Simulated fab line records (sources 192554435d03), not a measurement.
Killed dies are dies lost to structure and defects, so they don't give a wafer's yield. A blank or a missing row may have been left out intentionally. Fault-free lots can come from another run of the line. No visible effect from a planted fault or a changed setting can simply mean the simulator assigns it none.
fab line records	flow n5Finfet
record: lots: 5	wafers: 15	lastDay: 17
route steps=1938 shown BEOL_M2@905 BEOL_M3@931
lots with no fault: from the same line, run without faults
startH: the number of hours between the record's first day and the start of the first shown wafer of the lot	waitH: hours since the lot's step before	" unchanged from the row above	L1.1+2: a row that stands for several wafers	- no value present, or no start provided	* or withheld: withheld	< > ~ a bound
route shown NAME@n: names a module that has steps shown in the file, with the first one's number in the route	usual: mean/standard deviation taken from wafers without a fault	same: alike in all rows	chamber/n: place in a boat	sites: each site's reading	_std_site: their standard deviation	_edge_site: inner sites' mean taken away from outer sites' mean	radiusMm: for every site, how far away it sits from the centre of the wafer	mask NAME#n: copy n	behind: the last tool/chamber to shape the wafer	hold: reason for holding the lot/hours on hold/outcome of the hold	device: whichever transistor did not switch (one of n, p or np)	end of line: tests of these same wafers at the route's end	a step without rows: its recipe alone	killed: not the wafer's yield, but the dies lost to structure and defects at the first sort	map: dies across one wafer; x = killed, . = not, _ = none there
set.NAME: the setting as run; set.NAME@STEP: as run at that earlier step	model.NAME: the simulator's own value behind a step, which no gauge read
lots at some steps of the route; a table a step, a row a wafer
services: when a tool's chamber went out of use (startH, in hours from the record's first day, below 0 if earlier), for how many hours, and the reason
== steps ==
step: N5_BEOL_M2_ANNEAL_49
recipe: tempC: 400	timeS: 240	ambient: vacuum
usual: heaterPowerW: 832/74
lot.wafer	tool	chamber	startH	waitH	heaterPowerW
L074.1	pvdSputter-03	-	150.16	0.0	725
L074.3	"	-	"	"	780
L074.5	"	-	"	"	825
L084.1	pvdSputter-01	-	234.79	0.0	700
L084.2	"	-	"	"	840
L084.4	"	-	"	"	876
L086.1	pvdSputter-02	-	241.38	0.0	808
L086.4	"	-	"	"	811
L086.6	"	-	"	"	954
L087.3	pvdSputter-01	-	246.57	0.0	832
L087.4	"	-	"	"	811
L087.6	"	-	"	"	818
L088.2	pvdSputter-03	-	250.13	0.0	733
L088.4	"	-	"	"	820
L088.5	"	-	"	"	809
step: N5_BEOL_M2_SPUTTER_79
recipe: material: Cu	targetThkA: 45	tempC: -20	chamberPressurePa: 0.07	powerW: withheld	timeS: 8.29
usual: throttleValvePct: 29.7/0.78
lot.wafer	tool	chamber	startH	waitH	throttleValvePct
L074.1	pvdSputter-03	-	150.30	0.1	30.6
L074.3	"	-	"	"	28.9
L074.5	"	-	"	"	29.0
L084.1	pvdSputter-01	-	234.93	0.1	30.1
L084.2	"	-	"	"	28.3
L084.4	"	-	"	"	29.9
L086.1	pvdSputter-02	-	241.52	0.1	30.1
L086.4	"	-	"	"	30.0
L086.6	"	-	"	"	29.5
L087.3	pvdSputter-01	-	246.71	0.1	28.1
L087.4	"	-	"	"	31.3
L087.6	"	-	"	"	28.1
L088.2	pvdSputter-03	-	250.27	0.1	30.5
L088.4	"	-	"	"	29.0
L088.5	"	-	"	"	29.1
step: N5_BEOL_M2_ANNEAL_80
recipe: tempC: 400	timeS: 240	ambient: vacuum
usual: heaterPowerW: 834/74
lot.wafer	tool	chamber	startH	waitH	heaterPowerW
L074.1	pvdSputter-03	-	150.38	0.0	742
L074.3	"	-	"	"	798
L074.5	"	-	"	"	818
L084.1	pvdSputter-01	-	235.01	0.0	712
L084.2	"	-	"	"	821
L084.4	"	-	"	"	873
L086.1	pvdSputter-02	-	241.60	0.0	830
L086.4	"	-	"	"	795
L086.6	"	-	"	"	934
L087.3	pvdSputter-01	-	246.79	0.0	840
L087.4	"	-	"	"	815
L087.6	"	-	"	"	836
L088.2	pvdSputter-03	-	250.35	0.0	729
L088.4	"	-	"	"	799
L088.5	"	-	"	"	816
step: N5_BEOL_M2_SPUTTER_81
recipe: material: Cu	targetThkA: 45	tempC: -20	chamberPressurePa: 0.07	powerW: withheld	timeS: 8.29
usual: throttleValvePct: 29.7/0.78
lot.wafer	tool	chamber	startH	waitH	throttleValvePct
L074.1	pvdSputter-03	-	150.52	0.1	30.3
L074.3	"	-	"	"	29.2
L074.5	"	-	"	"	29.2
L084.1	pvdSputter-01	-	235.15	0.1	30.2
L084.2	"	-	"	"	28.3
L084.4	"	-	"	"	29.9
L086.1	pvdSputter-02	-	241.74	0.1	29.8
L086.4	"	-	"	"	29.9
L086.6	"	-	"	"	29.8
L087.3	pvdSputter-01	-	246.93	0.1	28.3
L087.4	"	-	"	"	31.1
L087.6	"	-	"	"	28.4
L088.2	pvdSputter-03	-	250.49	0.1	30.3
L088.4	"	-	"	"	29.2
L088.5	"	-	"	"	29.3
step: N5_BEOL_M2_ANNEAL_82
recipe: tempC: 400	timeS: 240	ambient: vacuum
usual: heaterPowerW: 835/73
lot.wafer	tool	chamber	startH	waitH	heaterPowerW
L074.1	pvdSputter-03	-	150.60	0.0	747
L074.3	"	-	"	"	802
L074.5	"	-	"	"	798
L084.1	pvdSputter-01	-	235.23	0.0	708
L084.2	"	-	"	"	823
L084.4	"	-	"	"	863
L086.1	pvdSputter-02	-	241.82	0.0	845
L086.4	"	-	"	"	787
L086.6	"	-	"	"	963
L087.3	pvdSputter-01	-	247.01	0.0	827
L087.4	"	-	"	"	843
L087.6	"	-	"	"	818
L088.2	pvdSputter-03	-	250.57	0.0	751
L088.4	"	-	"	"	827
L088.5	"	-	"	"	842
step: N5_BEOL_M2_SPUTTER_86
recipe: material: Cu	targetThkA: 45	tempC: -20	chamberPressurePa: 0.07	powerW: withheld	timeS: 8.29
usual: throttleValvePct: 29.8/0.77
lot.wafer	tool	chamber	startH	waitH	throttleValvePct
L074.1	pvdSputter-03	-	150.74	0.1	30.4
L074.3	"	-	"	"	29.2
L074.5	"	-	"	"	29.4
L084.1	pvdSputter-01	-	235.37	0.1	30.1
L084.2	"	-	"	"	28.2
L084.4	"	-	"	"	30.0
L086.1	pvdSputter-02	-	241.96	0.1	30.2
L086.4	"	-	"	"	29.6
L086.6	"	-	"	"	29.8
L087.3	pvdSputter-01	-	247.15	0.1	28.3
L087.4	"	-	"	"	30.9
L087.6	"	-	"	"	28.3
L088.2	pvdSputter-03	-	250.71	0.1	30.7
L088.4	"	-	"	"	29.3
L088.5	"	-	"	"	29.1
step: N5_BEOL_M2_ANNEAL_87
recipe: tempC: 400	timeS: 240	ambient: vacuum
usual: heaterPowerW: 834/76
lot.wafer	tool	chamber	startH	waitH	heaterPowerW
L074.1	pvdSputter-03	-	150.82	0.0	737
L074.3	"	-	"	"	825
L074.5	"	-	"	"	806
L084.1	pvdSputter-01	-	235.45	0.0	722
L084.2	"	-	"	"	824
L084.4	"	-	"	"	894
L086.1	pvdSputter-02	-	242.04	0.0	853
L086.4	"	-	"	"	796
L086.6	"	-	"	"	981
L087.3	pvdSputter-01	-	247.23	0.0	826
L087.4	"	-	"	"	833
L087.6	"	-	"	"	845
L088.2	pvdSputter-03	-	250.79	0.0	736
L088.4	"	-	"	"	796
L088.5	"	-	"	"	802
step: N5_BEOL_M2_SPUTTER_88
recipe: material: Cu	targetThkA: 45	tempC: -20	chamberPressurePa: 0.07	powerW: withheld	timeS: 8.29
usual: throttleValvePct: 29.7/0.78
lot.wafer	tool	chamber	startH	waitH	throttleValvePct
L074.1	pvdSputter-03	-	150.96	0.1	30.6
L074.3	"	-	"	"	29.2
L074.5	"	-	"	"	29.2
L084.1	pvdSputter-01	-	235.59	0.1	30.2
L084.2	"	-	"	"	28.3
L084.4	"	-	"	"	29.9
L086.1	pvdSputter-02	-	242.18	0.1	30.1
L086.4	"	-	"	"	29.9
L086.6	"	-	"	"	29.8
L087.3	pvdSputter-01	-	247.37	0.1	28.2
L087.4	"	-	"	"	31.2
L087.6	"	-	"	"	28.1
L088.2	pvdSputter-03	-	250.93	0.1	30.7
L088.4	"	-	"	"	29.7
L088.5	"	-	"	"	29.2
step: N5_BEOL_M2_ANNEAL_89
recipe: tempC: 400	timeS: 240	ambient: vacuum
usual: heaterPowerW: 834/76
lot.wafer	tool	chamber	startH	waitH	heaterPowerW
L074.1	pvdSputter-03	-	151.04	0.0	743
L074.3	"	-	"	"	804
L074.5	"	-	"	"	809
L084.1	pvdSputter-01	-	235.67	0.0	718
L084.2	"	-	"	"	821
L084.4	"	-	"	"	869
L086.1	pvdSputter-02	-	242.26	0.0	827
L086.4	"	-	"	"	774
L086.6	"	-	"	"	948
L087.3	pvdSputter-01	-	247.45	0.0	833
L087.4	"	-	"	"	836
L087.6	"	-	"	"	833
L088.2	pvdSputter-03	-	251.01	0.0	722
L088.4	"	-	"	"	801
L088.5	"	-	"	"	796
step: N5_BEOL_M2_SPUTTER_90
recipe: material: Cu	targetThkA: 45	tempC: -20	chamberPressurePa: 0.07	powerW: withheld	timeS: 8.29
usual: throttleValvePct: 29.8/0.76
lot.wafer	tool	chamber	startH	waitH	throttleValvePct
L074.1	pvdSputter-03	-	151.18	0.1	30.7
L074.3	"	-	"	"	29.3
L074.5	"	-	"	"	29.1
L084.1	pvdSputter-01	-	235.81	0.1	30.0
L084.2	"	-	"	"	28.5
L084.4	"	-	"	"	30.3
L086.1	pvdSputter-02	-	242.40	0.1	30.2
L086.4	"	-	"	"	30.0
L086.6	"	-	"	"	29.5
L087.3	pvdSputter-01	-	247.59	0.1	28.2
L087.4	"	-	"	"	31.4
L087.6	"	-	"	"	28.2
L088.2	pvdSputter-03	-	251.15	0.1	30.5
L088.4	"	-	"	"	29.1
L088.5	"	-	"	"	29.3
step: N5_BEOL_M2_ANNEAL_91
recipe: tempC: 400	timeS: 240	ambient: vacuum
usual: heaterPowerW: 834/75
lot.wafer	tool	chamber	startH	waitH	heaterPowerW
L074.1	pvdSputter-03	-	151.26	0.0	736
L074.3	"	-	"	"	816
L074.5	"	-	"	"	813
L084.1	pvdSputter-01	-	235.89	0.0	713
L084.2	"	-	"	"	834
L084.4	"	-	"	"	869
L086.1	pvdSputter-02	-	242.48	0.0	838
L086.4	"	-	"	"	800
L086.6	"	-	"	"	941
L087.3	pvdSputter-01	-	247.67	0.0	838
L087.4	"	-	"	"	840
L087.6	"	-	"	"	857
L088.2	pvdSputter-03	-	251.23	0.0	738
L088.4	"	-	"	"	795
L088.5	"	-	"	"	832
step: N5_BEOL_M2_SPUTTER_92
recipe: material: Cu	targetThkA: 45	tempC: -20	chamberPressurePa: 0.07	powerW: withheld	timeS: 8.29
usual: throttleValvePct: 29.8/0.79
lot.wafer	tool	chamber	startH	waitH	throttleValvePct
L074.1	pvdSputter-03	-	151.40	0.1	30.9
L074.3	"	-	"	"	29.1
L074.5	"	-	"	"	29.1
L084.1	pvdSputter-01	-	236.03	0.1	30.1
L084.2	"	-	"	"	28.2
L084.4	"	-	"	"	29.9
L086.1	pvdSputter-02	-	242.62	0.1	30.4
L086.4	"	-	"	"	29.8
L086.6	"	-	"	"	29.7
L087.3	pvdSputter-01	-	247.81	0.1	28.1
L087.4	"	-	"	"	31.3
L087.6	"	-	"	"	28.3
L088.2	pvdSputter-03	-	251.37	0.1	30.7
L088.4	"	-	"	"	29.2
L088.5	"	-	"	"	29.1
step: N5_BEOL_M2_ANNEAL_93
recipe: tempC: 400	timeS: 240	ambient: vacuum
usual: heaterPowerW: 835/74
lot.wafer	tool	chamber	startH	waitH	heaterPowerW
L074.1	pvdSputter-03	-	151.48	0.0	736
L074.3	"	-	"	"	805
L074.5	"	-	"	"	807
L084.1	pvdSputter-01	-	236.11	0.0	723
L084.2	"	-	"	"	839
L084.4	"	-	"	"	891
L086.1	pvdSputter-02	-	242.70	0.0	840
L086.4	"	-	"	"	771
L086.6	"	-	"	"	935
L087.3	pvdSputter-01	-	247.89	0.0	828
L087.4	"	-	"	"	829
L087.6	"	-	"	"	822
L088.2	pvdSputter-03	-	251.45	0.0	722
L088.4	"	-	"	"	808
L088.5	"	-	"	"	807
step: N5_BEOL_M2_SPUTTER_94
recipe: material: Cu	targetThkA: 45	tempC: -20	chamberPressurePa: 0.07	powerW: withheld	timeS: 8.29
usual: throttleValvePct: 29.7/0.77
lot.wafer	tool	chamber	startH	waitH	throttleValvePct
L074.1	pvdSputter-03	-	151.62	0.1	30.4
L074.3	"	-	"	"	28.9
L074.5	"	-	"	"	29.2
L084.1	pvdSputter-01	-	236.25	0.1	30.1
L084.2	"	-	"	"	28.2
L084.4	"	-	"	"	29.9
L086.1	pvdSputter-02	-	242.84	0.1	30.3
L086.4	"	-	"	"	29.7
L086.6	"	-	"	"	29.6
L087.3	pvdSputter-01	-	248.03	0.1	28.4
L087.4	"	-	"	"	31.1
L087.6	"	-	"	"	28.4
L088.2	pvdSputter-03	-	251.59	0.1	30.6
L088.4	"	-	"	"	29.2
L088.5	"	-	"	"	29.1
step: N5_BEOL_M2_ANNEAL_95
recipe: tempC: 400	timeS: 240	ambient: vacuum
usual: heaterPowerW: 834/75
lot.wafer	tool	chamber	startH	waitH	heaterPowerW
L074.1	pvdSputter-03	-	151.70	0.0	729
L074.3	"	-	"	"	795
L074.5	"	-	"	"	818
L084.1	pvdSputter-01	-	236.33	0.0	737
L084.2	"	-	"	"	848
L084.4	"	-	"	"	867
L086.1	pvdSputter-02	-	242.92	0.0	841
L086.4	"	-	"	"	817
L086.6	"	-	"	"	952
L087.3	pvdSputter-01	-	248.11	0.0	836
L087.4	"	-	"	"	836
L087.6	"	-	"	"	851
L088.2	pvdSputter-03	-	251.67	0.0	730
L088.4	"	-	"	"	808
L088.5	"	-	"	"	793
step: N5_BEOL_M2_SPUTTER_96
recipe: material: Cu	targetThkA: 45	tempC: -20	chamberPressurePa: 0.07	powerW: withheld	timeS: 8.29
usual: throttleValvePct: 29.7/0.77
lot.wafer	tool	chamber	startH	waitH	throttleValvePct
L074.1	pvdSputter-03	-	151.84	0.1	30.9
L074.3	"	-	"	"	29.1
L074.5	"	-	"	"	29.1
L084.1	pvdSputter-01	-	236.47	0.1	30.1
L084.2	"	-	"	"	28.4
L084.4	"	-	"	"	29.9
L086.1	pvdSputter-02	-	243.06	0.1	30.2
L086.4	"	-	"	"	29.8
L086.6	"	-	"	"	29.9
L087.3	pvdSputter-01	-	248.25	0.1	28.2
L087.4	"	-	"	"	31.2
L087.6	"	-	"	"	28.6
L088.2	pvdSputter-03	-	251.81	0.1	30.8
L088.4	"	-	"	"	29.3
L088.5	"	-	"	"	29.5
step: N5_BEOL_M2_ECD_50
recipe: material: Cu	targetThkA: 3000
lot.wafer	tool	chamber	startH	waitH
L074.1+3+5	ecdCu-01	1,0,0	151.95	0.1
L084.1+2+4	ecdCu-01	0,1,1	236.70	0.2
L086.1+4+6	ecdCu-01	0	243.18	0.1
L087.3+4+6	ecdCu-02	1,0,0	248.39	0.1
L088.2+4+5	ecdCu-01	1	251.93	0.1
step: N5_BEOL_M2_ANNEAL_51
recipe: tempC: 225	timeS: 90	ambient: N2
usual: annealTempC: 224.99/0.19	wafer_temp_C_max: 226.3/0.35
lot.wafer	tool	chamber	startH	waitH	annealTempC	wafer_temp_C_max
L074.1	rtpAnneal-01	0	152.03	0.1	224.75	226.3
L074.3	"	0	"	"	224.77	225.8
L074.5	"	0	"	"	224.87	225.8
L084.1	rtpAnneal-01	0	236.99	0.3	225.03	226.2
L084.2	"	0	"	"	224.96	225.7
L084.4	"	0	"	"	225.03	225.9
L086.1	rtpAnneal-02	0	243.34	0.1	225.07	226.2
L086.4	"	0	"	"	224.88	226.5
L086.6	"	0	"	"	224.93	226.6
L087.3	rtpAnneal-02	0	248.54	0.1	225.06	226.5
L087.4	"	0	"	"	225.09	226.4
L087.6	"	0	"	"	224.88	226.2
L088.2	rtpAnneal-01	0	252.05	0.1	224.79	225.8
L088.4	"	0	"	"	225.19	226.2
L088.5	"	0	"	"	224.77	225.9
step: N5_BEOL_M2_CMP_52
recipe: stopOn: SiOC	tOverpolishS: 6.8	downForcePsi: 1	platenRpm: 50	clearingPlatenDownForcePsi: 1.5	clearingPlatenRpm: 50	postCmpClean: cuAlkaline	targetThkNm: 40	clearingPlatenPadVelocityMS: 0.99484	padVelocityMS: 0.99484
usual: barrierFieldEndpointS: 24.7/0.59	motorCurrentA: 5.8/0.41	overpolishRunS: 6.800/0.0098	padLifeWafers: 868/500	timeToEndpointS: 62.7/2.7
lot.wafer	tool	chamber	startH	waitH	barrierFieldEndpointS	motorCurrentA	overpolishRunS	padLifeWafers	timeToEndpointS
L074.3	cmp-04	3	152.37	0.2	24.5	5.9	6.808	667	60.2
L074.1	"	1	"	"	24.6	5.2	6.804	669	62.5
L074.5	"	3	"	"	24.1	6.3	6.807	-	59.3
L084.2	cmp-01	2	237.56	0.4	24.8	5.4	6.803	396	62.7
L084.1	"	3	"	"	24.4	6.4	6.784	397	64.4
L084.4	"	1	"	"	25.4	6.2	6.785	399	60.7
L086.1	cmp-01	0	243.65	0.3	25.2	5.7	6.814	456	63.1
L086.4	"	1	"	"	25.9	6.0	6.811	457	61.3
L086.6	"	0	"	"	25.1	6.2	6.819	-	63.9
L087.4	cmp-04	3	248.74	0.1	25.3	5.8	6.788	1458	58.1
L087.3	"	0	"	"	24.5	5.3	6.807	1459	58.7
L087.6	"	0	"	"	25.3	5.1	6.798	-	59.4
L088.2	cmp-01	2	252.67	0.6	24.8	5.7	6.791	528	65.5
L088.4	"	1	"	"	25.3	5.9	6.790	531	66.2
L088.5	"	2	"	"	24.3	5.5	6.792	-	63.9
step: N5_BEOL_M2_THK_MEAS_53
recipe: thkMeasGauge: xrf	reads: Cu_of_BEOL_M2_ECD_50
usual: M2_THK: 39.1/1.3
lot.wafer	tool	chamber	startH	waitH	M2_THK[nm]
L074.1	filmMetro-01	-	152.62	-	38.6
L074.3	"	-	"	"	38.5
L074.5	"	-	"	"	37.1
L084.1	filmMetro-01	-	237.85	-	38.0
L084.2	"	-	"	"	37.9
L084.4	"	-	"	"	40.3
L086.1	filmMetro-01	-	243.95	-	40.9
L086.4	"	-	"	"	38.2
L086.6	"	-	"	"	40.7
L087.3	filmMetro-01	-	249.04	-	38.6
L087.4	"	-	"	"	38.9
L087.6	"	-	"	"	38.3
L088.2	filmMetro-01	-	252.97	-	37.6
L088.4	"	-	"	"	37.1
L088.5	"	-	"	"	39.4
step: N5_BEOL_M2_PRE_CLEAN_60
recipe: gas: NH3/H2	timeS: 15	tempC: *	rfPowerW: 300
usual: heaterPowerOuterW: 24/7.7	heaterPowerW: 90/13
lot.wafer	tool	chamber	startH	waitH	heaterPowerOuterW	heaterPowerW
L074.1	cvdCo-01	0	152.67	0.0	35	102
L074.3	"	1	"	"	10	66
L074.5	"	0	"	"	35	102
L084.1	cvdCo-02	1	237.89	0.0	23	84
L084.2	"	2	"	"	28	103
L084.4	"	1	"	"	24	84
L086.1	cvdCo-02	2	243.98	0.0	27	100
L086.4	"	2	"	"	28	99
L086.6	"	1	"	"	23	86
L087.3	cvdCo-02	0	249.11	0.1	21	83
L087.4	"	1	"	"	23	84
L087.6	"	0	"	"	20	87
L088.2	cvdCo-01	0	254.31	1.3	36	103
L088.4	"	1	"	"	11	70
L088.5	"	2	"	"	29	100
step: N5_BEOL_M2_CO_CAP_55
recipe: material: Co	targetThkA: 20	tempC: 200	precursor: CCTBA/H2	pressureTorr: 30	timeS: 102.1
usual: heaterPowerOuterW: 128/9.5	heaterPowerW: 243/16
lot.wafer	tool	chamber	startH	waitH	heaterPowerOuterW	heaterPowerW
L074.1	cvdCo-01	0	152.71	0.0	144	261
L074.3	"	1	"	"	108	214
L074.5	"	0	"	"	140	260
L084.1	cvdCo-02	1	237.93	0.0	129	237
L084.2	"	2	"	"	131	255
L084.4	"	1	"	"	126	231
L086.1	cvdCo-02	2	244.02	0.0	130	259
L086.4	"	2	"	"	132	260
L086.6	"	1	"	"	126	236
L087.3	cvdCo-02	0	249.15	0.0	122	232
L087.4	"	1	"	"	129	233
L087.6	"	0	"	"	123	235
L088.2	cvdCo-01	0	254.35	0.0	143	263
L088.4	"	1	"	"	111	211
L088.5	"	2	"	"	130	246
step: N5_BEOL_M2_PRE_CLEAN_56
recipe: gas: NH3	timeS: 15	tempC: withheld	rfPowerW: 300
lot.wafer	tool	chamber	startH	waitH
L074.1+3+5	pecvd-04	1,2,2	152.80	0.1
L084.1+2+4	pecvd-04	0,1,1	238.02	0.1
L086.1+4+6	pecvd-01	0,1,0	244.12	0.1
L087.3+4+6	pecvd-01	1,0,1	249.24	0.1
L088.2+4+5	pecvd-02	2,1,0	254.45	0.1
step: N5_BEOL_M2_DEP_57
recipe: material: SiCN	targetThkA: 80	tempC: withheld	precursor: 3MS/NH3	pressureTorr: 3	rfW: 202	timeS: 14
usual: showerheadPlenumPTorr: 3.660/0.013	throttleValvePct: 9.2/0.53
lot.wafer	tool	chamber	startH	waitH	showerheadPlenumPTorr	throttleValvePct
L074.1	pecvd-04	1	152.83	0.0	3.658	10.1
L074.3	"	2	"	"	3.648	8.9
L074.5	"	2	"	"	3.652	8.7
L084.1	pecvd-04	0	238.05	0.0	3.653	9.2
L084.2	"	1	"	"	3.658	10.1
L084.4	"	1	"	"	3.662	10.1
L086.1	pecvd-01	0	244.14	0.0	3.642	9.6
L086.4	"	1	"	"	3.651	9.3
L086.6	"	0	"	"	3.643	9.4
L087.3	pecvd-01	1	249.26	0.0	3.673	9.1
L087.4	"	0	"	"	3.646	9.2
L087.6	"	1	"	"	3.670	9.2
L088.2	pecvd-02	2	254.47	0.0	3.657	8.3
L088.4	"	1	"	"	3.652	9.2
L088.5	"	0	"	"	3.680	9.6
step: N5_BEOL_M2_RS_MEAS_58
recipe: thkMeasGauge: four-point-probe	reads: Co_of_BEOL_M2_CO_CAP_55+Cu_of_BEOL_M2_ECD_50+Co_of_BEOL_M2_CVD_47+TaN_of_BEOL_M2_ALD_84
usual: M2_RS: 0.676/0.03
lot.wafer	tool	chamber	startH	waitH	M2_RS[ohm/sq]
L074.1	filmMetro-01	-	152.89	0.0	0.684
L074.3	"	-	"	"	0.684
L074.5	"	-	"	"	0.718
L084.1	filmMetro-01	-	238.11	0.0	0.688
L084.2	"	-	"	"	0.691
L084.4	"	-	"	"	0.639
L086.1	filmMetro-02	-	244.21	0.0	0.631
L086.4	"	-	"	"	0.692
L086.6	"	-	"	"	0.637
L087.3	filmMetro-02	-	249.33	0.1	0.683
L087.4	"	-	"	"	0.674
L087.6	"	-	"	"	0.685
L088.2	filmMetro-02	-	254.54	0.1	0.711
L088.4	"	-	"	"	0.723
L088.5	"	-	"	"	0.665
step: N5_BEOL_M2_INSPECT_59
recipe: inspectInstrument: darkfield	mode: postDep
usual: rawDefectCount: 70/22
lot.wafer	tool	chamber	startH	waitH	rawDefectCount
L074.1	defectInspect-01	-	152.92	0.0	75
L074.3	"	-	"	"	58
L074.5	"	-	"	"	63
L084.1	defectInspect-02	-	238.14	0.0	54
L084.2	"	-	"	"	57
L084.4	"	-	"	"	48
L086.1	defectInspect-01	-	244.23	0.0	54
L086.4	"	-	"	"	58
L086.6	"	-	"	"	67
L087.3	defectInspect-01	-	249.36	0.0	91
L087.4	"	-	"	"	95
L087.6	"	-	"	"	87
L088.2	defectInspect-01	-	254.56	0.0	62
L088.4	"	-	"	"	43
L088.5	"	-	"	"	40
step: N5_BEOL_M3_ILD_DEP_00
recipe: material: SiOC	targetThkA: 790	tempC: 350	precursor: DEMS/O2	pressureTorr: 5	rfW: 500	timeS: 15.3
usual: heaterPowerOuterW: 289/38	heaterPowerW: 528/81	showerheadPlenumPTorr: 5.686/0.012	throttleValvePct: 11.8/0.56
lot.wafer	tool	chamber	startH	waitH	heaterPowerOuterW	heaterPowerW	showerheadPlenumPTorr	throttleValvePct
L074.1	pecvd-04	0	152.96	0.0	258	473	5.688	12.1
L074.3	"	1	"	"	315	490	5.697	13.4
L074.5	"	1	"	"	303	499	5.677	13.4
L084.1	pecvd-02	1	238.18	0.0	232	429	5.681	12.0
L084.2	"	1	"	"	239	438	5.690	12.1
L084.4	"	1	"	"	231	438	5.679	12.1
L086.1	pecvd-03	2	244.27	0.0	291	580	5.699	11.5
L086.4	"	2	"	"	294	562	5.686	11.5
L086.6	"	2	"	"	292	582	5.707	11.4
L087.3	pecvd-03	2	249.39	0.0	326	627	5.698	11.5
L087.4	"	1	"	"	285	481	5.676	11.3
L087.6	"	0	"	"	303	507	5.681	12.0
L088.2	pecvd-03	0	254.60	0.0	286	494	5.671	11.6
L088.4	"	2	"	"	312	631	5.684	11.6
L088.5	"	0	"	"	295	504	5.681	11.6
step: N5_BEOL_M3_THK_MEAS_01
recipe: reads: SiOC_of_BEOL_M3_ILD_DEP_00
usual: M3_ILD_THK: 79.1/1.1
lot.wafer	tool	chamber	startH	waitH	M3_ILD_THK[nm]
L074.1	filmMetro-01	-	153.02	0.0	77.4
L074.3	"	-	"	"	78.0
L074.5	"	-	"	"	79.3
L084.1	filmMetro-02	-	238.31	0.1	78.6
L084.2	"	-	"	"	79.0
L084.4	"	-	"	"	79.6
L086.1	filmMetro-02	-	244.36	0.1	76.5
L086.4	"	-	"	"	78.0
L086.6	"	-	"	"	77.9
L087.3	filmMetro-01	-	249.46	0.1	78.1
L087.4	"	-	"	"	79.8
L087.6	"	-	"	"	80.6
L088.2	filmMetro-01	-	254.67	0.1	78.6
L088.4	"	-	"	"	78.0
L088.5	"	-	"	"	79.2
step: N5_BEOL_M3_PECVD_72
recipe: material: SiO2	targetThkA: 160	tempC: 400	precursor: TEOS/O2	pressureTorr: 5.5	rfW: 450	teosFlowSccm: 53.8	gas: O2	flowSccm: 3000	timeS: 18
usual: heaterPowerOuterW: 453/62	heaterPowerW: 766/110	showerheadPlenumPTorr: 8.75/0.056	throttleValvePct: 22.6/1.3
lot.wafer	tool	chamber	startH	waitH	heaterPowerOuterW	heaterPowerW	showerheadPlenumPTorr	throttleValvePct
L074.1	pecvd-02	1	153.06	0.0	420	694	8.76	22.8
L074.3	"	2	"	"	488	798	8.75	20.5
L074.5	"	0	"	"	405	782	8.86	24.0
L084.1	pecvd-04	2	238.35	0.0	548	996	8.68	21.2
L084.2	"	0	"	"	428	731	8.76	22.6
L084.4	"	0	"	"	436	731	8.78	22.8
L086.1	pecvd-04	2	244.39	0.0	569	1022	8.63	21.2
L086.4	"	0	"	"	353	630	8.76	22.8
L086.6	"	2	"	"	592	1020	8.65	21.2
L087.3	pecvd-04	0	249.50	0.0	438	721	8.75	22.7
L087.4	"	2	"	"	563	988	8.68	21.3
L087.6	"	1	"	"	466	722	8.75	25.2
L088.2	pecvd-04	0	254.70	0.0	431	738	8.76	22.9
L088.4	"	2	"	"	487	896	8.68	21.4
L088.5	"	0	"	"	425	713	8.79	22.9
step: N5_BEOL_M3_HM_DEP_02
recipe: material: TiN	targetThkA: 200	tempC: 25	chamberPressurePa: 0.49996
usual: throttleValvePct: 29.8/0.77
lot.wafer	tool	chamber	startH	waitH	throttleValvePct
L074.1	pvdSputter-01	-	155.85	2.8	30.1
L074.3	"	-	"	"	28.2
L074.5	"	-	"	"	31.2
L084.1	pvdSputter-02	-	239.54	1.2	29.8
L084.2	"	-	"	"	29.1
L084.4	"	-	"	"	30.3
L086.1	pvdSputter-03	-	245.44	1.0	29.9
L086.4	"	-	"	"	29.1
L086.6	"	-	"	"	29.8
L087.3	pvdSputter-03	-	249.95	0.4	29.2
L087.4	"	-	"	"	29.4
L087.6	"	-	"	"	29.0
L088.2	pvdSputter-01	-	256.34	1.6	30.2
L088.4	"	-	"	"	28.1
L088.5	"	-	"	"	30.0
step: N5_BEOL_M3_COAT_61
recipe: resist: SOC	tempC: 250	timeS: 60	spinRpm: 1500	resistThkNm: 60
lot.wafer	tool	chamber	startH	waitH
L074.1+3+5	lithoTrack-03	0	155.99	0.1
L084.1+2+4	lithoTrack-05	0	239.67	0.1
L086.1+4+6	lithoTrack-05	0	245.56	0.1
L087.3+4+6	lithoTrack-05	0	250.08	0.1
L088.2+4+5	lithoTrack-03	0	256.46	0.1
== services ==
tool	chamber	startH	hours	kind
pvdSputter-01	-	133.60	1.9	repair
ecdCu-01	-	134.86	1.2	repair
ecdCu-01	-	136.12	0.6	repair
ecdCu-02	-	140.50	1.6	repair
pvdSputter-01	-	143.27	4.6	repair
pecvd-03	0	144.63	19.6	repair
cvdCo-01	-	152.87	1.3	repair
pecvd-04	2	159.21	5.5	scheduledDown
pecvd-01	-	160.83	0.8	repair
pecvd-02	2	163.09	76.1	repair
cmp-01	-	183.03	4.0	pm
cvdCo-01	-	185.44	6.9	pm
cvdCo-01	1	196.74	8.7	repair
pecvd-04	2	202.38	-	clean
pecvd-04	2	202.38	-	consumableReplace:showerhead
pecvd-04	2	202.38	29.0	scheduledDown
pecvd-04	2	202.38	29.0	ventCycle
pecvd-01	-	203.81	0.8	pm
cmp-01	-	212.85	1.8	repair
pecvd-01	-	218.69	0.9	repair
ecdCu-01	-	230.60	5.9	pm
ecdCu-01	-	239.98	0.3	repair
cvdCo-02	-	251.00	6.0	pm
ecdCu-02	-	256.43	1.5	repair
== key ==
fault none
